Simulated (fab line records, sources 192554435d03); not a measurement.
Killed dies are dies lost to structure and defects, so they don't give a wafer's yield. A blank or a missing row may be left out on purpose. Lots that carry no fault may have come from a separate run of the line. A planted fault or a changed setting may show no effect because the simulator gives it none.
Matching of chambers :: flow n5-finfet :: rie-diel-06 running N5_BEOL_M5_ETCH_72: 4 sister chambers
The step etches underlayer in N2/H2, target depth 6.5 nm, time 5.2 s. 18 wafers are shown with their chamber, then 9 later ones without.

## WAFERS, EACH WITH ITS CHAMBER
wafer: L075.1
chamber: 0
showerhead-plenum-p-Torr (Torr): 2.46
drypump-motor-current-A (A): 5.2
etch-rf-on-time-s (s): 5.25

wafer: L075.2
chamber: 2
showerhead-plenum-p-Torr (Torr): 2.64
drypump-motor-current-A (A): 5.6
etch-rf-on-time-s (s): 5.11

wafer: L075.6
chamber: 1
showerhead-plenum-p-Torr (Torr): 2.53
drypump-motor-current-A (A): 6.5
etch-rf-on-time-s (s): 5.15

wafer: L077.1
chamber: 2
showerhead-plenum-p-Torr (Torr): 2.64
drypump-motor-current-A (A): 5.6
etch-rf-on-time-s (s): 5.20

wafer: L077.4
chamber: 0
showerhead-plenum-p-Torr (Torr): 2.46
drypump-motor-current-A (A): 5.1
etch-rf-on-time-s (s): 5.18

wafer: L077.5
chamber: 2
showerhead-plenum-p-Torr (Torr): 2.63
drypump-motor-current-A (A): 5.6
etch-rf-on-time-s (s): 5.20

wafer: L079.1
chamber: 2
showerhead-plenum-p-Torr (Torr): 2.64
drypump-motor-current-A (A): 5.6
etch-rf-on-time-s (s): 5.17

wafer: L079.4
chamber: 0
showerhead-plenum-p-Torr (Torr): 2.46
drypump-motor-current-A (A): 5.2
etch-rf-on-time-s (s): 5.27

wafer: L079.6
chamber: 2
showerhead-plenum-p-Torr (Torr): 2.63
drypump-motor-current-A (A): 5.7
etch-rf-on-time-s (s): 5.17

wafer: L081.1
chamber: 3
showerhead-plenum-p-Torr (Torr): 2.62
drypump-motor-current-A (A): 5.6
etch-rf-on-time-s (s): 5.49

wafer: L081.3
chamber: 2
showerhead-plenum-p-Torr (Torr): 2.63
drypump-motor-current-A (A): 5.6
etch-rf-on-time-s (s): 5.17

wafer: L081.6
chamber: 3
showerhead-plenum-p-Torr (Torr): 2.62
drypump-motor-current-A (A): 5.6
etch-rf-on-time-s (s): 5.44

wafer: L085.1
chamber: 0
showerhead-plenum-p-Torr (Torr): 2.45
drypump-motor-current-A (A): 5.2
etch-rf-on-time-s (s): 5.16

wafer: L085.4
chamber: 2
showerhead-plenum-p-Torr (Torr): 2.63
drypump-motor-current-A (A): 5.6
etch-rf-on-time-s (s): 5.10

wafer: L085.5
chamber: 0
showerhead-plenum-p-Torr (Torr): 2.45
drypump-motor-current-A (A): 5.2
etch-rf-on-time-s (s): 5.21

wafer: L087.1
chamber: 2
showerhead-plenum-p-Torr (Torr): 2.62
drypump-motor-current-A (A): 5.6
etch-rf-on-time-s (s): 5.12

wafer: L087.5
chamber: 0
showerhead-plenum-p-Torr (Torr): 2.45
drypump-motor-current-A (A): 5.2
etch-rf-on-time-s (s): 5.26

wafer: L087.6
chamber: 3
showerhead-plenum-p-Torr (Torr): 2.62
drypump-motor-current-A (A): 5.7
etch-rf-on-time-s (s): 5.43

SIGNATURES, as means of the wafers listed above
reading: showerhead-plenum-p-Torr
chamber 0: 2.4550
chamber 1: 2.5300
chamber 2: 2.6325
chamber 3: 2.6200
scatter within a chamber: 0.00598

reading: drypump-motor-current-A
chamber 0: 5.183
chamber 1: 6.500
chamber 2: 5.612
chamber 3: 5.633
scatter within a chamber: 0.0412

reading: etch-rf-on-time-s
chamber 0: 5.2217
chamber 1: 5.1500
chamber 2: 5.1550
chamber 3: 5.4533
scatter within a chamber: 0.0408
Rule: a wafer's distance from a chamber is the root of the sum, over the readings, of the square of ((its reading less the chamber's mean) divided by the reading's scatter). The wafer belongs to the nearest chamber; if the next one is less than 2 further off, it can't be placed. How the scatter is found: for the shown wafers, subtract from each reading the mean of its chamber, square and add these, divide the total by (wafers less chambers), then take the root.

## WAFERS WHOSE CHAMBER IS MISSING
wafer: L092.4
showerhead-plenum-p-Torr (Torr): 2.52
drypump-motor-current-A (A): 6.6
etch-rf-on-time-s (s): 5.05

wafer: L092.5
showerhead-plenum-p-Torr (Torr): 2.62
drypump-motor-current-A (A): 5.6
etch-rf-on-time-s (s): 5.24

wafer: L092.6
showerhead-plenum-p-Torr (Torr): 2.52
drypump-motor-current-A (A): 6.6
etch-rf-on-time-s (s): 5.03

wafer: L095.1
showerhead-plenum-p-Torr (Torr): 2.61
drypump-motor-current-A (A): 5.6
etch-rf-on-time-s (s): 5.42

wafer: L095.3
showerhead-plenum-p-Torr (Torr): 2.52
drypump-motor-current-A (A): 6.6
etch-rf-on-time-s (s): 5.04

wafer: L095.5
showerhead-plenum-p-Torr (Torr): 2.52
drypump-motor-current-A (A): 6.5
etch-rf-on-time-s (s): 5.02

wafer: L097.1
showerhead-plenum-p-Torr (Torr): 2.62
drypump-motor-current-A (A): 5.7
etch-rf-on-time-s (s): 5.13

wafer: L097.3
showerhead-plenum-p-Torr (Torr): 2.61
drypump-motor-current-A (A): 5.7
etch-rf-on-time-s (s): 5.48

wafer: L097.5
showerhead-plenum-p-Torr (Torr): 2.61
drypump-motor-current-A (A): 5.6
etch-rf-on-time-s (s): 5.53

## EACH ONE'S CHAMBER
wafer: L092.4
from the rows above: 1
in truth: 1

wafer: L092.5
from the rows above: 2
in truth: 2

wafer: L092.6
from the rows above: 1
in truth: 1

wafer: L095.1
from the rows above: 3
in truth: 3

wafer: L095.3
from the rows above: 1
in truth: 1

wafer: L095.5
from the rows above: 1
in truth: 1

wafer: L097.1
from the rows above: 2
in truth: 2

wafer: L097.3
from the rows above: 3
in truth: 3

wafer: L097.5
from the rows above: 3
in truth: 3
9 of 9 placed correctly. Number that these rows cannot place: 0. 0 placed wrongly.
